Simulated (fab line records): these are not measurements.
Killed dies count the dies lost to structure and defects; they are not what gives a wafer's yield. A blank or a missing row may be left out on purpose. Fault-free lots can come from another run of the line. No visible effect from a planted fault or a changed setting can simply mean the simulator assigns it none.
Which tool was responsible? + flow n5 finfet + 9 lots with 27 wafers sampled at 5 steps, on a route of 1938 steps

== WHAT EACH GAUGE READ, for each wafer ==
N5_BEOL_M4_RC_MEAS_101. Usual: DIBL_N 36.8 mV/V, standard deviation 1.5; DIBL_P 37.1 mV/V, standard deviation 2.1; IOFF_N 0.168 nA/um, standard deviation 0.03; IOFF_P 0.22 nA/um, standard deviation 0.034; ION_N 679 uA/um, standard deviation 12; ION_P 466 uA/um, standard deviation 8; SS_N 71.7 mV/dec, standard deviation 0.58; SS_P 73.5 mV/dec, standard deviation 0.67; VT_N 248.8 mV, standard deviation 2.7; VT_P -250 mV, standard deviation 3.3.
| lot  | measured     | on        | DIBL_N (mV/V)  | DIBL_P (mV/V)  | IOFF_N (nA/um)    | IOFF_P (nA/um) | ION_N (uA/um) | ION_P (uA/um) | SS_N (mV/dec)  | SS_P (mV/dec)  | VT_N (mV)         | VT_P (mV)      | flag |
|------|--------------|-----------|----------------|----------------|-------------------|----------------|---------------|---------------|----------------|----------------|-------------------|----------------|------|
| L129 | day 7 12:11  | prober-02 | 38.6 34.9 38.5 | 39.9 35.0 39.9 | 0.204 0.135 0.213 | 0.24 0.17 0.25 | 683 662 679   | 463 455 466   | 73.2 71.3 71.6 | 74.1 73.5 74.3 | 247.3 250.8 244.0 | -249 -256 -247 |      |
| L135 | day 9 06:04  | prober-01 | 35.4 35.5 35.6 | 37.0 37.0 37.2 | 0.167 0.166 0.183 | 0.22 0.21 0.22 | 671 680 684   | 469 463 470   | 71.3 71.8 71.2 | 74.0 72.8 73.4 | 247.2 245.1 244.9 | -249 -248 -247 |      |
| L147 | day 12 04:27 | prober-01 | 38.4 37.9 37.8 | 38.2 37.6 38.1 | 0.189 0.169 0.193 | 0.24 0.24 0.25 | 696 677 708   | 480 464 484   | 72.0 71.6 72.4 | 73.4 73.5 74.2 | 246.2 245.0 243.7 | -250 -249 -245 |      |
| L150 | day 13 00:08 | prober-02 | 39.5 36.3 37.7 | 39.8 36.0 37.7 | 0.233 0.149 0.182 | 0.28 0.21 0.23 | 712 687 695   | 478 472 476   | 71.8 71.4 72.2 | 74.5 73.2 73.2 | 244.4 250.9 248.9 | -247 -249 -250 |      |
| L151 | day 13 08:35 | prober-02 | 33.4 34.7 36.5 | 33.0 34.8 36.2 | 0.126 0.147 0.164 | 0.19 0.22 0.26 | 679 681 678   | 469 472 474   | 71.3 71.5 72.4 | 72.9 73.4 73.0 | 252.8 252.4 248.7 | -251 -247 -246 |      |
| L152 | day 14 02:40 | prober-01 | 37.7 38.0 35.4 | 38.6 37.2 34.7 | 0.167 0.171 0.135 | 0.25 0.22 0.18 | 676 680 667   | 467 469 455   | 71.3 71.0 71.3 | 73.1 72.6 72.9 | 249.5 249.2 252.4 | -246 -248 -251 |      |

== EACH LOT AND THE TOOL THAT RAN IT (in order: tool; ch and the chambers of the sampled wafers; start) ==
| lot  | N5_BEOL_M2_ETCH_63                 | N5_BEOL_M2_ETCH_41                 | N5_BEOL_M2_STRIP_97                           | N5_BEOL_M2_DEGAS_44          |
|------|------------------------------------|------------------------------------|-----------------------------------------------|------------------------------|
| L129 | rie diel-01 ch 0,1, day 6 12:41    | rie diel-01 ch 1,2, day 6 14:13    | rie diel-01 ch 1,2, day 6 15:04 or earlier    | pvd sputter-01, day 6 15:04  |
| L135 | rie diel-06 ch 1,2,3, day 8 02:18  | rie diel-02 ch 0,2,3, day 8 04:52  | rie diel-02 ch 0,2,3, day 8 05:46 or earlier  | pvd sputter-01, day 8 05:46  |
| L139 | rie diel-06 ch 0,1,2, day 9 02:43  | rie diel-02 ch 0,1,3, day 9 05:31  | rie diel-02 ch 0,1,3, day 9 06:01 or earlier  | pvd sputter-03, day 9 06:01  |
| L140 | rie diel-01 ch 0,1,3, day 9 13:23  | rie diel-01 ch 0,1, day 9 18:03    | rie diel-01 ch 0,1, day 9 18:52 or earlier    | pvd sputter-01, day 9 18:52  |
| L141 | rie diel-02 ch 0,3, day 9 16:10    | rie diel-02 ch 2,3, day 9 18:15    | rie diel-02 ch 2,3, day 9 19:01 or earlier    | pvd sputter-02, day 9 19:01  |
| L147 | rie diel-02 ch 1,3, day 10 21:18   | rie diel-02 ch 1,2,3, day 10 23:22 | rie diel-02 ch 1,2,3, day 10 23:55 or earlier | pvd sputter-02, day 10 23:55 |
| L150 | rie diel-01 ch 0,1,2, day 11 13:00 | rie diel-01 ch 0,1,2, day 11 21:46 | rie diel-01 ch 0,1,2, day 11 22:24 or earlier | pvd sputter-03, day 11 22:24 |
| L151 | rie diel-01 ch 0,2, day 12 02:17   | rie diel-06 ch 0,3, day 12 04:04   | rie diel-06 ch 0,3, day 12 04:58 or earlier   | pvd sputter-03, day 12 04:58 |
| L152 | rie diel-06 ch 0,1,3, day 12 04:24 | rie diel-01 ch 0,1,2, day 12 07:38 | rie diel-01 ch 0,1,2, day 12 08:14 or earlier | pvd sputter-03, day 12 08:14 |
- N5_BEOL_M2_ETCH_63: etches SiARC in CF4, target depth 15.6 nm, time 26 s.
- N5_BEOL_M2_ETCH_41: etches SiCN in CH3F/O2, target depth 29.9 nm, time 52.5 s.
- N5_BEOL_M2_STRIP_97: strips in N2/H2, time 10 s.
- N5_BEOL_M2_DEGAS_44: time 60 s.

== AS READ BY THE TOOLS THEMSELVES (means over the sampled wafers that have a number; for cases with no such wafer, the mark the record gives instead) ==
N5_BEOL_M2_ETCH_63. Usual: bias w 36.02 W, standard deviation 0.12; cf4 flow sccm 99.97 sccm, standard deviation 0.28; drypump motor current A 5.5 A, standard deviation 0.55; etch rf on time s 25.7 s, standard deviation 0.68; oes product au 0.69 a.u., standard deviation 0.074; rf fwd power W 532.0 W, standard deviation 1.6; rf vpp V 184.0 V, standard deviation 1.3; showerhead plenum p Torr 2.13 Torr, standard deviation 0.071; throttle valve pct 15.61 %, standard deviation 0.23.
| lot  | tool        | bias w (W) | cf4 flow sccm (sccm) | drypump motor current A (A) | etch rf on time s (s) | oes product au (a.u.) | rf fwd power W (W) | rf vpp V (V) | showerhead plenum p Torr (Torr) | throttle valve pct (%) | flag |
|------|-------------|------------|----------------------|-----------------------------|-----------------------|-----------------------|--------------------|--------------|---------------------------------|------------------------|------|
| L129 | rie diel-01 | 36.04      | 99.93                | 4.9                         | 25.9                  | 0.64                  | 530.5              | 183.1        | 2.07                            | 15.80                  |      |
| L135 | rie diel-06 | 36.09      | 100.17               | 5.8                         | 24.9                  | 0.71                  | 532.4              | 183.8        | 2.12                            | 15.65                  |      |
| L139 | rie diel-06 | 35.97      | 99.86                | 5.9                         | 24.7                  | 0.72                  | 532.7              | 184.5        | 2.18                            | 15.59                  |      |
| L140 | rie diel-01 | 35.96      | 99.90                | 5.0                         | 26.4                  | 0.66                  | 532.4              | 183.9        | 2.08                            | 15.66                  |      |
| L141 | rie diel-02 | 36.07      | 99.97                | 5.7                         | 25.3                  | 0.78                  | 531.7              | 185.4        | 2.22                            | 15.51                  |      |
| L147 | rie diel-02 | 36.11      | 100.22               | 6.2                         | 25.7                  | 0.74                  | 533.2              | 183.1        | 2.09                            | 15.56                  |      |
| L150 | rie diel-01 | 35.98      | 100.02               | 5.3                         | 26.1                  | 0.66                  | 531.4              | 183.8        | 2.11                            | 15.72                  |      |
| L151 | rie diel-01 | 35.94      | 99.77                | 5.7                         | 25.9                  | 0.70                  | 531.8              | 184.7        | 2.16                            | 15.55                  |      |
| L152 | rie diel-06 | 36.06      | 100.09               | 5.9                         | 24.7                  | 0.71                  | 533.6              | 184.3        | 2.13                            | 15.51                  |      |

N5_BEOL_M2_ETCH_41. Usual: CH3F_flow_sccm 30.00 sccm, standard deviation 0.095; O2_flow_sccm 20.00 sccm, standard deviation 0.057; drypump motor current A 5.7 A, standard deviation 0.5; oes product au 0.83 a.u., standard deviation 0.091; rf fwd power W 391.4 W, standard deviation 1.4; rf vpp V 297.3 V, standard deviation 1.6; showerhead plenum p Torr 2.00 Torr, standard deviation 0.074; throttle valve pct 16.30 %, standard deviation 0.23.
| lot  | tool        | CH3F_flow_sccm (sccm) | O2_flow_sccm (sccm) | drypump motor current A (A) | oes product au (a.u.) | rf fwd power W (W) | rf vpp V (V) | showerhead plenum p Torr (Torr) | throttle valve pct (%) | flag |
|------|-------------|-----------------------|---------------------|-----------------------------|-----------------------|--------------------|--------------|---------------------------------|------------------------|------|
| L129 | rie diel-01 | 30.09                 | 19.98               | 5.8                         | 0.70                  | 390.6              | 296.9        | 2.01                            | 16.65                  |      |
| L135 | rie diel-02 | 29.94                 | 19.98               | 5.8                         | 0.94                  | 390.0              | 297.1        | 2.05                            | 16.21                  |      |
| L139 | rie diel-02 | -                     | -                   | -                           | -                     | -                  | -            | -                               | -                      | OFF  |
| L140 | rie diel-01 | -                     | -                   | -                           | -                     | -                  | -            | -                               | -                      | OFF  |
| L141 | rie diel-02 | -                     | -                   | -                           | -                     | -                  | -            | -                               | -                      | OFF  |
| L147 | rie diel-02 | 29.97                 | 19.99               | 6.1                         | 0.84                  | 388.5              | 297.7        | 1.98                            | 16.23                  |      |
| L150 | rie diel-01 | 30.05                 | 19.97               | 5.3                         | 0.76                  | 391.7              | 296.2        | 1.97                            | 16.44                  |      |
| L151 | rie diel-06 | 30.07                 | 19.96               | 5.7                         | 0.81                  | 391.6              | 298.7        | 2.06                            | 16.29                  |      |
| L152 | rie diel-01 | 30.08                 | 19.99               | 5.3                         | 0.76                  | 391.8              | 296.8        | 1.97                            | 16.45                  |      |

N5_BEOL_M2_STRIP_97. Usual: bias power w 7.002 W, standard deviation 0.022; drypump motor current A 5.7 A, standard deviation 0.5; oes product au 0.83 a.u., standard deviation 0.089; rf vpp V 59.2 V, standard deviation 0.83; showerhead plenum p Torr 2.54 Torr, standard deviation 0.091; throttle valve pct 23.6 %, standard deviation 0.36.
| lot  | tool        | bias power w (W) | drypump motor current A (A) | oes product au (a.u.) | rf vpp V (V) | showerhead plenum p Torr (Torr) | throttle valve pct (%) | flag |
|------|-------------|------------------|-----------------------------|-----------------------|--------------|---------------------------------|------------------------|------|
| L129 | rie diel-01 | 6.991            | 5.8                         | 0.70                  | 59.3         | 2.55                            | 24.0                   |      |
| L135 | rie diel-02 | 7.013            | 5.8                         | 0.94                  | 59.1         | 2.60                            | 23.6                   |      |
| L139 | rie diel-02 | 6.995            | 6.0                         | 0.87                  | 59.5         | 2.54                            | 23.5                   |      |
| L140 | rie diel-01 | 6.986            | 4.8                         | 0.72                  | 58.4         | 2.49                            | 23.8                   |      |
| L141 | rie diel-02 | 6.990            | 5.9                         | 0.90                  | 59.3         | 2.56                            | 23.6                   |      |
| L147 | rie diel-02 | 7.012            | 6.1                         | 0.84                  | 58.9         | 2.50                            | 23.5                   |      |
| L150 | rie diel-01 | 6.977            | 5.3                         | 0.76                  | 59.7         | 2.51                            | 23.8                   |      |
| L151 | rie diel-06 | 6.985            | 5.7                         | 0.81                  | 58.9         | 2.60                            | 23.5                   |      |
| L152 | rie diel-01 | 6.983            | 5.3                         | 0.76                  | 58.4         | 2.51                            | 23.8                   |      |

N5_BEOL_M2_DEGAS_44. Usual: heater power w 313 W, standard deviation 32.
| lot  | tool           | heater power w (W) | flag |
|------|----------------|--------------------|------|
| L129 | pvd sputter-01 | 308                |      |
| L135 | pvd sputter-01 | 304                |      |
| L139 | pvd sputter-03 | 326                |      |
| L140 | pvd sputter-01 | 313                |      |
| L141 | pvd sputter-02 | 329                |      |
| L147 | pvd sputter-02 | 295                |      |
| L150 | pvd sputter-03 | 322                |      |
| L151 | pvd sputter-03 | 311                |      |
| L152 | pvd sputter-03 | 328                |      |

== THE ANSWER, worked out from the rows above alone ==
Rule: a lot counts as off when the mean over its wafers that have a number is more than 3 standard deviations away from the usual mean. Also off: a lot with no number at a reading for which 4 or more lots have one. The other lots that the step has rows for count as sound. After the gauges, taken in route order, come the tools' own readings; for these a lot's mean is taken, as printed above. The first step at which some lot is off is used, and at that step the reading that is off furthest; a lot without a number counts as furthest.
Off: L139, L140, L141, at N5_BEOL_M2_ETCH_41 (CH3F_flow_sccm). Without a number there: L139, L140, L141.
If a tool, at that step or one of the process steps before it, ran each lot that is off and ran no sound lot following the first of them, it fits. None of those tried fits.

== WHAT THE SIMULATOR HAD INSERTED ==
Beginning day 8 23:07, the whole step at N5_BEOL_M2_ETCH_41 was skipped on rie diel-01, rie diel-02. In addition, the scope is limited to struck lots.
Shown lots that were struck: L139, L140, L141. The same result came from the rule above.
